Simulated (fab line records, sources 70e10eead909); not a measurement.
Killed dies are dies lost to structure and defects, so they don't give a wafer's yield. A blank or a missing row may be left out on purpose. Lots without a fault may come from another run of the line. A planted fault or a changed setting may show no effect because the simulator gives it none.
Which tool did it? | flow nand_harc | 22 lots, 66 wafers sampled, at 6 steps of a route of 1159

WHAT THE GAUGES READ, wafer by wafer
The record holds no reading of a measuring or inspecting step that can be judged against a usual standard deviation.

WHICH TOOL RAN EACH LOT (tool, then ch and the chambers of the sampled wafers, then the start)
lot  | NHARC_A_STAIRCASE_TRIM_193     | NHARC_A_STAIRCASE_ETCH_221     | NHARC_A_STAIRCASE_TRIM_224     | NHARC_A_STAIRCASE_ETCH_230     | NHARC_A_STAIRCASE_TRIM_231     | NHARC_A_STAIRCASE_HM_OPEN_460
L074 | rie_diel-02 ch 0,2, no start   | rie_diel-02 ch 0,1,2, no start | rie_diel-02 ch 1,2, no start   | rie_diel-01 ch 1,3, no start   | rie_diel-01 ch 0,3, no start   | rie_diel-13 ch 0,1,3, no start
L075 | rie_diel-01 ch 0,3, no start   | rie_diel-13 ch 0,1,2, no start | rie_diel-13 ch 0,1,2, no start | rie_diel-13 ch 1,2, no start   | rie_diel-13 ch 0,1,2, no start | rie_diel-02 ch 0,2, no start
L077 | rie_diel-13 ch 0,2, no start   | rie_diel-01 ch 0,2, no start   | rie_diel-01 ch 2,3, no start   | rie_diel-01 ch 0,3, no start   | rie_diel-01 ch 1,2,3, no start | rie_diel-02 ch 0,2,3, no start
L076 | rie_diel-02 ch 0,2, no start   | rie_diel-13 ch 1,2, no start   | rie_diel-13 ch 1,3, no start   | rie_diel-02 ch 0,3, no start   | rie_diel-02 ch 1,3, no start   | rie_diel-13 ch 1,3, no start
L078 | rie_diel-01 ch 2,3, no start   | rie_diel-01 ch 0,1,3, no start | rie_diel-01 ch 2,3, no start   | rie_diel-01 ch 0,1,3, no start | rie_diel-01 ch 2,3, no start   | rie_diel-02 ch 0,2, no start
L080 | rie_diel-13 ch 0,1, no start   | rie_diel-02 ch 0,2, no start   | rie_diel-02 ch 1,2,3, no start | rie_diel-02 ch 0,1, no start   | rie_diel-02 ch 1,2,3, no start | rie_diel-02 ch 2,3, no start
L082 | rie_diel-02 ch 1,2,3, no start | rie_diel-13 ch 0,1,3, no start | rie_diel-13 ch 0,1,3, no start | rie_diel-13 ch 0,1,2, no start | rie_diel-13 ch 1,2,3, no start | rie_diel-13 ch 2,3, no start
L081 | rie_diel-13 ch 0,1,2, no start | rie_diel-02 ch 1,2,3, no start | rie_diel-02 ch 2,3, no start   | rie_diel-02 ch 1,2,3, no start | rie_diel-02 ch 0,2,3, no start | rie_diel-02 ch 0,2,3, no start
L084 | rie_diel-13 ch 0,1,2, no start | rie_diel-01 ch 0,1,3, no start | rie_diel-01 ch 0,1,3, no start | rie_diel-01 ch 0,1,2, no start | rie_diel-01 ch 0,2,3, no start | rie_diel-13 ch 0,1,2, no start
L083 | rie_diel-13 ch 1,2,3, no start | rie_diel-02 ch 0,1,2, no start | rie_diel-02 ch 0,1,2, no start | rie_diel-02 ch 0,1,2, no start | rie_diel-02 ch 0,2,3, no start | rie_diel-13 ch 0,2,3, no start
L085 | rie_diel-02 ch 0,1, no start   | rie_diel-13 ch 1,2,3, no start | rie_diel-13 ch 1,2, no start   | rie_diel-02 ch 0,1,3, no start | rie_diel-02 ch 0,2,3, no start | rie_diel-01 ch 1,2, no start
L086 | rie_diel-13 ch 0,2,3, no start | rie_diel-02 ch 0,1,2, no start | rie_diel-02 ch 0,2,3, no start | rie_diel-13 ch 1,2,3, no start | rie_diel-13 ch 0,1,2, no start | rie_diel-13 ch 0,1,2, no start
L088 | rie_diel-13 ch 0,2,3, no start | rie_diel-02 ch 0,2,3, no start | rie_diel-02 ch 2,3, no start   | rie_diel-13 ch 0,1, no start   | rie_diel-13 ch 0,2,3, no start | rie_diel-01 ch 1,2, no start
L091 | rie_diel-01 ch 1,2, no start   | rie_diel-02 ch 0,1,2, no start | rie_diel-02 ch 0,2, no start   | rie_diel-13 ch 0,2,3, no start | rie_diel-13 ch 0,1,3, no start | rie_diel-02 ch 0,2,3, no start
L090 | rie_diel-01 ch 0,1,3, no start | rie_diel-13 ch 2,3, no start   | rie_diel-13 ch 1,2, no start   | rie_diel-13 ch 0,1,3, no start | rie_diel-13 ch 0,3, no start   | rie_diel-13 ch 2,3, no start
L087 | rie_diel-13 ch 0,1, no start   | rie_diel-02 ch 2,3, no start   | rie_diel-02 ch 0,1,2, no start | rie_diel-02 ch 0,2, no start   | rie_diel-02 ch 1,2,3, no start | rie_diel-01 ch 0,3, no start
L089 | rie_diel-01 ch 1,3, no start   | rie_diel-01 ch 0,1, no start   | rie_diel-01 ch 1,2,3, no start | rie_diel-01 ch 0,2, no start   | rie_diel-01 ch 1,2, no start   | rie_diel-01 ch 1,2, no start
L093 | rie_diel-02 ch 0,1,3, no start | rie_diel-01 ch 0,2, no start   | rie_diel-01 ch 1,2,3, no start | rie_diel-02 ch 0,1,2, no start | rie_diel-02 ch 0,2,3, no start | rie_diel-02 ch 0,3, no start
L092 | rie_diel-01 ch 0,1, no start   | rie_diel-01 ch 0,2,3, no start | rie_diel-01 ch 1,2,3, no start | rie_diel-02 ch 0,1, no start   | rie_diel-02 ch 0,1,2, no start | rie_diel-01 ch 1,2,3, no start
L096 | rie_diel-01 ch 1,2,3, no start | rie_diel-01 ch 0,1,2, no start | rie_diel-01 ch 0,2,3, no start | rie_diel-01 ch 0,1,3, no start | rie_diel-01 ch 0,2,3, no start | rie_diel-02 ch 0,2,3, no start
L094 | rie_diel-01 ch 0,2,3, no start | rie_diel-02 ch 0,3, no start   | rie_diel-02 ch 0,1,2, no start | rie_diel-01 ch 0,1,3, no start | rie_diel-01 ch 0,1,3, no start | rie_diel-02 ch 0,1, no start
L097 | rie_diel-02 ch 0,2, no start   | rie_diel-02 ch 0,1,2, no start | rie_diel-02 ch 1,2,3, no start | rie_diel-02 ch 0,1,2, no start | rie_diel-02 ch 1,2, no start   | rie_diel-13 ch 0,2,3, no start
- NHARC_A_STAIRCASE_TRIM_193: chemistry O2, time 211.2 s.
- NHARC_A_STAIRCASE_ETCH_221: etches the open film in C4F8/O2, target depth 100 nm, time 40.5 s.
- NHARC_A_STAIRCASE_TRIM_224: chemistry O2, time 211.2 s.
- NHARC_A_STAIRCASE_ETCH_230: etches the open film in C4F8/O2, target depth 100 nm, time 40.5 s.
- NHARC_A_STAIRCASE_TRIM_231: chemistry O2, time 211.2 s.
- NHARC_A_STAIRCASE_HM_OPEN_460: chemistry O2/COS.

WHAT THE TOOLS THEMSELVES READ (means of the sampled wafers that have a number; where no wafer has one, the mark that the record gives instead)
NHARC_A_STAIRCASE_TRIM_193.
lot  | tool        | drypump_motor_current_A (A) | oes_product_au (a.u.) | rf_vpp_V (V) | showerhead_plenum_p_Torr (Torr) | throttle_valve_pct (%)
L074 | rie_diel-02 | 5.7                         | 1.001                 | 58.2         | 3.44                            | 17.037
L075 | rie_diel-01 | 5.5                         | 0.993                 | 56.6         | 3.43                            | 17.037
L077 | rie_diel-13 | 5.5                         | 0.998                 | 57.3         | 3.44                            | 17.039
L076 | rie_diel-02 | 5.4                         | 0.996                 | 58.3         | 3.52                            | 17.038
L078 | rie_diel-01 | 6.1                         | 1.007                 | 57.5         | 3.61                            | 17.045
L080 | rie_diel-13 | 6.0                         | 1.004                 | 57.5         | 3.41                            | 17.032
L082 | rie_diel-02 | 5.9                         | 1.001                 | 57.3         | 3.46                            | 17.023
L081 | rie_diel-13 | 5.8                         | 1.007                 | 57.3         | 3.56                            | 17.039
L084 | rie_diel-13 | 5.8                         | 1.006                 | 57.8         | 3.56                            | 17.042
L083 | rie_diel-13 | 5.8                         | 1.006                 | 57.4         | 3.54                            | 17.038
L085 | rie_diel-02 | 5.3                         | 0.999                 | 57.5         | 3.49                            | 17.041
L086 | rie_diel-13 | 5.5                         | 1.005                 | 58.2         | 3.59                            | 17.042
L088 | rie_diel-13 | 5.5                         | 1.016                 | 58.3         | 3.59                            | 17.030
L091 | rie_diel-01 | 6.0                         | 1.009                 | 57.4         | 3.46                            | 17.035
L090 | rie_diel-01 | 5.6                         | 1.013                 | 57.4         | 3.42                            | 17.030
L087 | rie_diel-13 | 6.0                         | 0.998                 | 57.3         | 3.39                            | 17.034
L089 | rie_diel-01 | 5.7                         | 1.007                 | 57.8         | 3.43                            | 17.034
L093 | rie_diel-02 | 5.6                         | 0.996                 | 58.2         | 3.53                            | 17.040
L092 | rie_diel-01 | 5.7                         | 1.014                 | 58.3         | 3.36                            | 17.032
L096 | rie_diel-01 | 5.9                         | 1.004                 | 58.5         | 3.51                            | 17.040
L094 | rie_diel-01 | 5.7                         | 1.009                 | 57.7         | 3.50                            | 17.039
L097 | rie_diel-02 | 5.6                         | 0.995                 | 58.0         | 3.42                            | 17.040

NHARC_A_STAIRCASE_ETCH_221.
lot  | tool        | oes_product_au (a.u.) | rf_fwd_power_W (W) | rf_vpp_V (V)
L074 | rie_diel-02 | 0.942                 | 592.0              | 892
L075 | rie_diel-13 | 0.930                 | 591.6              | 891
L077 | rie_diel-01 | 0.948                 | 593.8              | 893
L076 | rie_diel-13 | 0.959                 | 591.1              | 889
L078 | rie_diel-01 | 0.926                 | 593.8              | 893
L080 | rie_diel-02 | 0.937                 | 592.7              | 895
L082 | rie_diel-13 | 0.956                 | 592.4              | 894
L081 | rie_diel-02 | 0.932                 | 591.5              | 894
L084 | rie_diel-01 | 0.955                 | 591.9              | 893
L083 | rie_diel-02 | 0.946                 | 592.2              | 892
L085 | rie_diel-13 | 0.955                 | 590.7              | 896
L086 | rie_diel-02 | 0.948                 | 593.8              | 892
L088 | rie_diel-02 | 0.941                 | 596.1              | 897
L091 | rie_diel-02 | 0.961                 | 592.3              | 892
L090 | rie_diel-13 | 0.928                 | 589.6              | 901
L087 | rie_diel-02 | 0.948                 | 595.5              | 897
L089 | rie_diel-01 | 0.965                 | 594.4              | 890
L093 | rie_diel-01 | 0.934                 | 594.0              | 896
L092 | rie_diel-01 | 0.959                 | 593.7              | 894
L096 | rie_diel-01 | 0.963                 | 594.0              | 892
L094 | rie_diel-02 | 0.927                 | 593.5              | 897
L097 | rie_diel-02 | 0.931                 | 592.5              | 890

NHARC_A_STAIRCASE_TRIM_224.
lot  | tool        | drypump_motor_current_A (A) | oes_product_au (a.u.) | rf_vpp_V (V) | showerhead_plenum_p_Torr (Torr) | throttle_valve_pct (%)
L074 | rie_diel-02 | 5.7                         | 0.999                 | 57.3         | 3.36                            | 17.048
L075 | rie_diel-13 | 5.8                         | 1.000                 | 57.6         | 3.38                            | 17.037
L077 | rie_diel-01 | 6.0                         | 1.002                 | 57.6         | 3.61                            | 17.038
L076 | rie_diel-13 | 6.0                         | 1.016                 | 58.0         | 3.40                            | 17.036
L078 | rie_diel-01 | 5.8                         | 1.007                 | 57.2         | 3.58                            | 17.035
L080 | rie_diel-02 | 5.8                         | 1.002                 | 57.9         | 3.47                            | 17.037
L082 | rie_diel-13 | 5.8                         | 1.006                 | 56.9         | 3.44                            | 17.040
L081 | rie_diel-02 | 6.2                         | 1.001                 | 57.3         | 3.59                            | 17.036
L084 | rie_diel-01 | 5.6                         | 0.997                 | 57.9         | 3.43                            | 17.040
L083 | rie_diel-02 | 5.5                         | 0.994                 | 57.9         | 3.42                            | 17.042
L085 | rie_diel-13 | 5.9                         | 1.004                 | 58.3         | 3.65                            | 17.038
L086 | rie_diel-02 | 5.8                         | 1.008                 | 56.9         | 3.55                            | 17.037
L088 | rie_diel-02 | 6.1                         | 1.004                 | 57.6         | 3.59                            | 17.048
L091 | rie_diel-02 | 5.4                         | 1.003                 | 56.8         | 3.50                            | 17.040
L090 | rie_diel-13 | 5.8                         | 1.009                 | 57.9         | 3.64                            | 17.032
L087 | rie_diel-02 | 5.5                         | 0.999                 | 56.5         | 3.41                            | 17.032
L089 | rie_diel-01 | 5.9                         | 1.010                 | 57.7         | 3.51                            | 17.036
L093 | rie_diel-01 | 5.9                         | 1.007                 | 57.9         | 3.51                            | 17.041
L092 | rie_diel-01 | 5.9                         | 1.005                 | 57.7         | 3.51                            | 17.037
L096 | rie_diel-01 | 5.8                         | 1.008                 | 58.4         | 3.50                            | 17.041
L094 | rie_diel-02 | 5.5                         | 1.002                 | 57.4         | 3.41                            | 17.035
L097 | rie_diel-02 | 5.8                         | 1.005                 | 57.0         | 3.45                            | 17.037

NHARC_A_STAIRCASE_ETCH_230.
lot  | tool        | oes_product_au (a.u.) | rf_fwd_power_W (W) | rf_vpp_V (V)
L074 | rie_diel-01 | 0.939                 | 593.3              | 896
L075 | rie_diel-13 | 0.940                 | 590.6              | 887
L077 | rie_diel-01 | 0.960                 | 592.9              | 892
L076 | rie_diel-02 | 0.960                 | 593.7              | 902
L078 | rie_diel-01 | 0.946                 | 593.2              | 893
L080 | rie_diel-02 | 0.947                 | 592.2              | 892
L082 | rie_diel-13 | 0.952                 | 591.3              | 897
L081 | rie_diel-02 | 0.946                 | 592.8              | 893
L084 | rie_diel-01 | 0.935                 | 593.6              | 894
L083 | rie_diel-02 | 0.939                 | 593.0              | 893
L085 | rie_diel-02 | 0.946                 | 591.7              | 896
L086 | rie_diel-13 | 0.949                 | 591.2              | 896
L088 | rie_diel-13 | 0.957                 | 593.5              | 893
L091 | rie_diel-13 | 0.977                 | 592.2              | 897
L090 | rie_diel-13 | 0.942                 | 592.9              | 892
L087 | rie_diel-02 | 0.939                 | 596.2              | 894
L089 | rie_diel-01 | 0.952                 | 595.6              | 893
L093 | rie_diel-02 | 0.968                 | 593.3              | 892
L092 | rie_diel-02 | 0.914                 | 593.6              | 894
L096 | rie_diel-01 | 0.947                 | 591.9              | 892
L094 | rie_diel-01 | 0.943                 | 592.2              | 891
L097 | rie_diel-02 | 0.945                 | 591.0              | 891

NHARC_A_STAIRCASE_TRIM_231.
lot  | tool        | drypump_motor_current_A (A) | oes_product_au (a.u.) | rf_vpp_V (V) | showerhead_plenum_p_Torr (Torr) | throttle_valve_pct (%)
L074 | rie_diel-01 | 5.5                         | 1.003                 | 57.5         | 3.49                            | 17.032
L075 | rie_diel-13 | 5.8                         | 0.996                 | 57.5         | 3.38                            | 17.036
L077 | rie_diel-01 | 5.9                         | 0.999                 | 57.5         | 3.53                            | 17.041
L076 | rie_diel-02 | 5.7                         | 1.000                 | 58.0         | 3.45                            | 17.033
L078 | rie_diel-01 | 5.8                         | 1.002                 | 57.9         | 3.58                            | 17.041
L080 | rie_diel-02 | 5.8                         | 1.005                 | 58.6         | 3.47                            | 17.044
L082 | rie_diel-13 | 5.8                         | 0.998                 | 56.8         | 3.54                            | 17.033
L081 | rie_diel-02 | 5.8                         | 0.989                 | 58.1         | 3.55                            | 17.028
L084 | rie_diel-01 | 5.7                         | 1.008                 | 56.9         | 3.51                            | 17.037
L083 | rie_diel-02 | 5.8                         | 0.998                 | 58.3         | 3.55                            | 17.027
L085 | rie_diel-02 | 5.8                         | 1.010                 | 57.3         | 3.55                            | 17.031
L086 | rie_diel-13 | 5.8                         | 1.010                 | 58.7         | 3.55                            | 17.037
L088 | rie_diel-13 | 5.5                         | 1.004                 | 57.1         | 3.59                            | 17.044
L091 | rie_diel-13 | 5.7                         | 1.005                 | 57.6         | 3.43                            | 17.041
L090 | rie_diel-13 | 5.5                         | 1.003                 | 58.0         | 3.48                            | 17.039
L087 | rie_diel-02 | 5.8                         | 1.005                 | 57.8         | 3.45                            | 17.041
L089 | rie_diel-01 | 6.0                         | 1.002                 | 58.3         | 3.45                            | 17.040
L093 | rie_diel-02 | 5.8                         | 0.997                 | 58.8         | 3.54                            | 17.034
L092 | rie_diel-02 | 5.5                         | 0.994                 | 58.0         | 3.41                            | 17.042
L096 | rie_diel-01 | 5.8                         | 0.999                 | 58.1         | 3.50                            | 17.037
L094 | rie_diel-01 | 5.6                         | 1.005                 | 57.2         | 3.42                            | 17.036
L097 | rie_diel-02 | 5.7                         | 1.008                 | 57.4         | 3.33                            | 17.035

NHARC_A_STAIRCASE_HM_OPEN_460.
lot  | tool        | drypump_motor_current_A (A) | oes_product_au (a.u.) | rf_fwd_power_W (W) | rf_vpp_V (V) | showerhead_plenum_p_Torr (Torr) | throttle_valve_pct (%)
L074 | rie_diel-13 | 5.7                         | 1.002                 | 499.7              | 466          | 3.05                            | 28.337
L075 | rie_diel-02 | 5.5                         | 0.997                 | 499.5              | 467          | 3.11                            | 28.325
L077 | rie_diel-02 | 5.8                         | 0.993                 | 500.2              | 467          | 3.15                            | 28.326
L076 | rie_diel-13 | 5.7                         | 1.007                 | 499.1              | 465          | 3.04                            | 28.330
L078 | rie_diel-02 | 5.6                         | 1.001                 | 499.4              | 465          | 3.04                            | 28.328
L080 | rie_diel-02 | 6.0                         | 0.996                 | 499.4              | 467          | 3.08                            | 28.324
L082 | rie_diel-13 | 5.6                         | 1.012                 | 498.4              | 470          | 3.27                            | 28.338
L081 | rie_diel-02 | 5.8                         | 1.005                 | 499.7              | 468          | 3.14                            | 28.336
L084 | rie_diel-13 | 5.8                         | 1.014                 | 500.8              | 468          | 3.15                            | 28.327
L083 | rie_diel-13 | 5.5                         | 1.000                 | 499.0              | 468          | 3.18                            | 28.332
L085 | rie_diel-01 | 6.0                         | 1.006                 | 497.9              | 467          | 3.06                            | 28.332
L086 | rie_diel-13 | 5.8                         | 1.011                 | 499.0              | 468          | 3.14                            | 28.326
L088 | rie_diel-01 | 6.0                         | 1.011                 | 499.5              | 465          | 3.06                            | 28.329
L091 | rie_diel-02 | 5.8                         | 0.995                 | 498.6              | 467          | 3.14                            | 28.326
L090 | rie_diel-13 | 5.5                         | 1.003                 | 498.8              | 468          | 3.15                            | 28.325
L087 | rie_diel-01 | 5.5                         | 1.004                 | 498.4              | 466          | 3.08                            | 28.338
L089 | rie_diel-01 | 6.0                         | 1.014                 | 499.3              | 467          | 3.05                            | 28.329
L093 | rie_diel-02 | 5.9                         | 1.000                 | 500.6              | 470          | 3.24                            | 28.330
L092 | rie_diel-01 | 5.9                         | 1.010                 | 498.3              | 468          | 3.10                            | 28.336
L096 | rie_diel-02 | 5.8                         | 1.005                 | 499.3              | 467          | 3.13                            | 28.327
L094 | rie_diel-02 | 5.3                         | 1.011                 | 497.9              | 464          | 3.00                            | 28.332
L097 | rie_diel-13 | 5.5                         | 1.013                 | 497.3              | 469          | 3.16                            | 28.330

THE ANSWER, worked out from the rows above alone
Rule: what is usual is taken from the lots themselves. Put in order of their means at a reading, lots are off if they are a third of the lots or fewer, leave a main group of 4 or more, and stand apart from it by a gap of 3 or more times the standard deviation of the main group's means; of several such gaps the widest counts. A main group whose means are all the same, to the digits that the tables above print for the reading, isn't used. A lot without any number at a reading at which 4 lots or more have one is off too. The other lots that the step has rows for count as sound. The gauges are gone through in route order, then the tools' own readings, and for those a lot's mean is taken as printed above. The first step at which some lot is off is used, and at that step the reading that is off furthest; a lot without a number counts as furthest.
No lot is off at any reading shown: from this, nothing can be told.

WHAT THE SIMULATOR HAD PUT IN
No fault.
